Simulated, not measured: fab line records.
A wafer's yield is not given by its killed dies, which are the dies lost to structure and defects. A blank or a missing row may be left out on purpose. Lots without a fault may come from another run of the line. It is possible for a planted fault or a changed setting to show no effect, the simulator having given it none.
Which tool is to blame?	flow n5 finfet	10 lots with 28 wafers sampled at 7 steps, on a route of 1938 steps

## WHAT THE GAUGES READ, wafer by wafer
N5_BEOL_M0_OCD_MEAS_108. Usual: trench depth nm reads 32.9 nm (standard deviation 0.64).
lot	measured	on	trench depth nm (nm)	flag
L928	day 6 13:47	ocd-01	32.3 32.5	
L930	day 6 17:56	ocd-02	31.9 32.5	
L931	day 7 03:03	ocd-02	32.5 33.6 33.7	
L933	day 7 16:35	ocd-02	32.6 33.3 33.0	
L935	day 8 00:16	ocd-02	32.1 33.5 32.1	
L936	day 8 10:35	ocd-02	32.0 33.3 32.7	
L947	day 10 18:30	ocd-01	33.4 32.7 31.8	
L946	day 10 20:58	ocd-02	32.2 34.1 32.1	
L948	day 11 10:52	ocd-01	31.8 32.4 31.8	
L949	day 11 18:42	ocd-02	31.8 32.2 31.8	

N5_BEOL_M0_RS_MEAS_126: the measuring method here is four-point-probe. Usual: for M0_RS the level is 0.525 ohm/sq and the standard deviation is 0.02.
lot	measured	on	M0_RS (ohm/sq)	flag
L928	day 6 16:20	film metro-02	0.525 0.537	
L930	day 6 20:28	film metro-02	0.556 0.549	
L931	day 7 06:00	film metro-02	0.523 0.529 0.539	
L933	day 7 20:02	film metro-02	0.531 0.519 0.513	
L935	day 8 02:53	film metro-01	90.137 91.575 90.827	OFF
L936	day 8 14:37	film metro-02	94.739 91.159 87.732	OFF
L947	day 10 22:25	film metro-01	0.510 0.519 0.503	
L946	day 11 00:48	film metro-01	0.534 0.508 0.512	
L948	day 11 14:52	film metro-01	0.567 0.533 0.531	
L949	day 11 22:39	film metro-02	0.508 0.512 0.501	

N5_BEOL_M4_RC_MEAS_101. Usual: DIBL_N 36.5 mV/V, standard deviation 1.9; DIBL_P 36.4 mV/V, standard deviation 2.2; IOFF_N 0.17 nA/um, standard deviation 0.034; IOFF_P 0.21 nA/um, standard deviation 0.036; ION_N 678 uA/um, standard deviation 12; ION_P 462 uA/um, standard deviation 7.1; SS_N 71.7 mV/dec, standard deviation 0.61; SS_P 73.4 mV/dec, standard deviation 0.71; VT_N 249 mV, standard deviation 3.5; VT_P -251 mV, standard deviation 3.
lot	measured	on	DIBL_N (mV/V)	DIBL_P (mV/V)	IOFF_N (nA/um)	IOFF_P (nA/um)	ION_N (uA/um)	ION_P (uA/um)	SS_N (mV/dec)	SS_P (mV/dec)	VT_N (mV)	VT_P (mV)	flag
L928	day 9 12:31	prober-02	39.2 39.5	39.0 38.4	0.22 0.22	0.23 0.24	689 677	462 464	72.0 72.4	74.0 73.7	246 245	-252 -252	
L930	day 9 01:02	prober-01	34.2 34.4	34.7 34.6	0.15 0.15	0.20 0.20	675 676	464 471	70.5 70.9	72.9 73.6	249 250	-249 -248	
L931	day 9 17:25	prober-02	38.1 35.4 39.0	38.5 33.8 39.9	0.20 0.14 0.22	0.25 0.18 0.28	687 670 688	464 456 473	71.9 71.4 72.3	73.6 72.7 74.6	246 251 245	-249 -252 -248	
L933	day 10 22:04	prober-02	34.9 35.3 34.3	34.9 33.9 33.7	0.15 0.15 0.14	0.20 0.19 0.19	681 666 667	470 458 469	71.3 71.8 71.0	73.2 72.7 72.7	247 249 250	-250 -248 -253	
L947	day 13 20:02	prober-01	37.5 36.0 35.6	38.5 37.6 37.0	0.20 0.16 0.16	0.21 0.18 0.19	690 665 686	465 449 466	73.0 71.5 71.1	74.2 73.1 73.4	247 250 248	-251 -254 -256	
L946	day 14 06:35	prober-01	38.7 36.4 35.9	38.4 35.0 34.8	0.20 0.16 0.14	0.27 0.21 0.20	687 684 678	466 465 468	72.4 71.9 71.1	74.0 73.6 73.4	247 249 252	-246 -250 -253	
L948	day 14 21:52	prober-01	33.3 37.5 36.8	33.5 38.2 36.7	0.13 0.19 0.18	0.15 0.21 0.20	663 677 680	460 459 460	71.1 72.0 71.3	72.2 73.9 73.4	250 248 244	-253 -250 -252	
L949	day 15 11:43	prober-01	36.4 34.1 34.1	35.3 32.6 32.6	0.16 0.13 0.13	0.21 0.17 0.18	669 673 676	459 464 466	71.8 71.4 71.1	73.7 72.4 73.0	250 253 251	-250 -253 -252	

## WHAT TOOL EACH LOT RAN ON (gives the tool, then ch and the chambers of the sampled wafers, and finally the start)
lot	N5_BEOL_M0_PRE_CLEAN_113	N5_BEOL_M0_SURFACE_TREAT_137	N5_BEOL_M0_ECD_118	N5_BEOL_M0_CMP_120
L928	pvd sputter-02, day 6 14:23	pvd sputter-03, day 6 14:40	ecd cu-01 ch 0,1, day 6 15:20	cmp-04 ch 2,3, day 6 15:44
L930	pvd sputter-03, day 6 18:27	pvd sputter-03, day 6 18:47	ecd cu-02 ch 1, day 6 19:33	cmp-02 ch 2,3, day 6 19:59
L931	pvd sputter-02, day 7 03:24	pvd sputter-01, day 7 03:58	ecd cu-01 ch 0, day 7 05:02	cmp-03 ch 0,3, day 7 05:25
L933	pvd sputter-02, day 7 17:16	pvd sputter-02, day 7 17:35	ecd cu-01 ch 0,1, day 7 18:28	cmp-04 ch 0,1, day 7 19:29
L935	pvd sputter-01, day 8 00:56	pvd sputter-02, day 8 01:17	ecd cu-01 ch 0,1, day 8 01:58	cmp-03 ch 1,2,3, day 8 02:22
L936	pvd sputter-01, day 8 12:12	pvd sputter-01, day 8 12:31	ecd cu-01 ch 0,1, day 8 13:15	cmp-04 ch 0,1,2, day 8 14:02
L947	pvd sputter-02, day 10 19:41	pvd sputter-02, day 10 20:16	ecd cu-02 ch 0,1, day 10 20:59	cmp-04 ch 0,1, day 10 21:51
L946	pvd sputter-01, day 10 21:28	pvd sputter-03, day 10 22:38	ecd cu-01 ch 0,1, day 10 23:52	cmp-04 ch 0,1,2, day 11 00:15
L948	pvd sputter-01, day 11 11:14	pvd sputter-03, day 11 11:31	ecd cu-01 ch 0,1, day 11 13:55	cmp-04 ch 1,2, day 11 14:18
L949	pvd sputter-01, day 11 20:26	pvd sputter-01, day 11 21:04	ecd cu-02 ch 0, day 11 21:43	cmp-03 ch 1,2,3, day 11 22:10
- N5_BEOL_M0_PRE_CLEAN_113: time 30 s.
- N5_BEOL_M0_SURFACE_TREAT_137
- N5_BEOL_M0_ECD_118: material Cu, target thk 300 nm.
- N5_BEOL_M0_CMP_120: polishes, stops on SiOC, t overpolish 6.9 s.

## AS READ BY THE TOOLS THEMSELVES (means over the sampled wafers that have a number; for cases with no such wafer, the mark the record gives instead)
N5_BEOL_M0_PRE_CLEAN_113. Usual: heater power w reads 327 W (standard deviation 29).
lot	tool	heater power w (W)	flag
L928	pvd sputter-02	373	
L930	pvd sputter-03	348	
L931	pvd sputter-02	347	
L933	pvd sputter-02	348	
L935	pvd sputter-01	297	
L936	pvd sputter-01	304	
L947	pvd sputter-02	341	
L946	pvd sputter-01	305	
L948	pvd sputter-01	334	
L949	pvd sputter-01	322	

N5_BEOL_M0_SURFACE_TREAT_137. Usual: ar flow sccm reads 29.99 sccm (standard deviation 0.094).
lot	tool	ar flow sccm (sccm)	flag
L928	pvd sputter-03	29.88	
L930	pvd sputter-03	30.05	
L931	pvd sputter-01	30.02	
L933	pvd sputter-02	30.05	
L935	pvd sputter-02	29.99	
L936	pvd sputter-01	30.13	
L947	pvd sputter-02	29.98	
L946	pvd sputter-03	30.04	
L948	pvd sputter-03	30.04	
L949	pvd sputter-01	29.97	

N5_BEOL_M0_CMP_120. Usual: edge zone pressure frac 1.001, standard deviation 0.005; motor current A 5.8 A, standard deviation 0.37; time to endpoint s 64 s, standard deviation 3.5.
lot	tool	edge zone pressure frac	motor current A (A)	time to endpoint s (s)	flag
L928	cmp-04	0.998	5.6	65	
L930	cmp-02	0.999	5.7	58	
L931	cmp-03	1.001	5.4	63	
L933	cmp-04	0.998	5.6	62	
L935	cmp-03	1.000	5.8	1	OFF
L936	cmp-04	1.001	5.6	0	OFF
L947	cmp-04	0.999	6.0	68	
L946	cmp-04	1.000	5.6	68	
L948	cmp-04	1.005	5.6	62	
L949	cmp-03	1.003	5.8	67	

## THE ANSWER, worked out from the rows above alone
Rule: a lot is off if the mean of its wafers that have a number lies more than 3 standard deviations from the usual mean. A lot without any number at a reading at which 4 lots or more have one is off too. The other lots that the step has rows for count as sound. Order of review: gauges by route order, followed by the tools' own readings, for which a lot's mean as printed above is used. The first step at which some lot is off is used, and at that step the reading that is off furthest; a lot without a number counts as furthest.
Off: L935, L936, at N5_BEOL_M0_RS_MEAS_126 (M0_RS).
A tool fits if, at a process step before that reading, it ran every lot that is off, and no sound lot after the first of them. The gauges at N5_BEOL_M0_RS_MEAS_126 aren't tried: what is off there is off at N5_BEOL_M0_CMP_120 too, on other tools, and a gauge's error can't cause that. No candidate that was tried fits.

## WHAT THE SIMULATOR HAD PUT IN
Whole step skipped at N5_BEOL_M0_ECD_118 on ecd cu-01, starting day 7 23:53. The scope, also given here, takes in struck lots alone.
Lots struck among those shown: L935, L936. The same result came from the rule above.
